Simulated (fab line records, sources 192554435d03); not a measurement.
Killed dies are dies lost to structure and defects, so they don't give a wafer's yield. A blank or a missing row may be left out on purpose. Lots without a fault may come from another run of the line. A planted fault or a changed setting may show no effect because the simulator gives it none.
Chamber matching | flow n5_finfet | N5_FIN_SAQP_PECVD_48 on pecvd-02: 3 sister chambers
The step deposits SiNx from SiH4/NH3/N2, target thk 25 nm, time 22.1 s. 18 wafers are shown with their chamber, then 9 later ones without.

WAFERS WITH THEIR CHAMBER
wafer  | chamber | showerhead_plenum_p_Torr (Torr) | throttle_valve_pct (%) | heater_power_w (W)
L074.2 | 2       | 5.12                            | 40.0                   | 747
L074.4 | 0       | 5.18                            | 41.5                   | 833
L074.5 | 1       | 5.09                            | 39.5                   | 624
L076.1 | 1       | 5.09                            | 39.5                   | 667
L076.2 | 0       | 5.17                            | 41.6                   | 842
L076.3 | 0       | 5.17                            | 41.4                   | 831
L083.1 | 1       | 5.09                            | 39.2                   | 631
L083.3 | 1       | 5.09                            | 39.3                   | 633
L083.6 | 1       | 5.08                            | 39.4                   | 651
L084.1 | 2       | 5.13                            | 37.3                   | 786
L084.5 | 1       | 5.09                            | 39.5                   | 616
L084.6 | 2       | 5.11                            | 37.5                   | 780
L087.2 | 0       | 5.18                            | 41.9                   | 867
L087.5 | 1       | 5.10                            | 39.3                   | 646
L087.6 | 2       | 5.13                            | 37.3                   | 647
L089.1 | 2       | 5.11                            | 37.6                   | 789
L089.3 | 1       | 5.11                            | 39.2                   | 689
L089.5 | 1       | 5.08                            | 39.2                   | 686

SIGNATURES (means of the wafers above)
reading                  | chamber 0 | chamber 1 | chamber 2 | scatter within a chamber
showerhead_plenum_p_Torr | 5.1750    | 5.0911    | 5.1200    | 0.0089
throttle_valve_pct       | 41.600    | 39.344    | 37.940    | 0.614
heater_power_w           | 843.25    | 649.22    | 749.80    | 37.2
Rule: a wafer's distance from a chamber is the root of the sum, over the readings, of the square of ((its reading less the chamber's mean) divided by the reading's scatter). The wafer belongs to the nearest chamber; if the next one is less than 2 further off, it can't be placed. The scatter: the root of (the sum of the squares of (reading less its chamber's mean) over the shown wafers, divided by (wafers less chambers)).

WAFERS WITHOUT THEIR CHAMBER
wafer  | showerhead_plenum_p_Torr (Torr) | throttle_valve_pct (%) | heater_power_w (W)
L090.3 | 5.11                            | 37.7                   | 759
L090.4 | 5.19                            | 42.1                   | 800
L090.6 | 5.12                            | 37.7                   | 744
L093.1 | 5.12                            | 38.0                   | 743
L093.3 | 5.11                            | 39.3                   | 654
L093.4 | 5.17                            | 41.9                   | 794
L097.2 | 5.14                            | 37.6                   | 767
L097.3 | 5.18                            | 42.4                   | 776
L097.6 | 5.19                            | 42.4                   | 766

WHICH CHAMBER EACH WENT THROUGH
wafer  | from the rows above     | in truth
L090.3 | 2                       | 2
L090.4 | 0                       | 0
L090.6 | 2                       | 2
L093.1 | 2                       | 2
L093.3 | can't be placed: 1 or 2 | 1
L093.4 | 0                       | 0
L097.2 | 2                       | 2
L097.3 | 0                       | 0
L097.6 | 0                       | 0
Placed correctly: 8 of 9. Can't be placed from these rows: 1 (the true chamber is among the candidates in 1). Placed wrongly: 0.
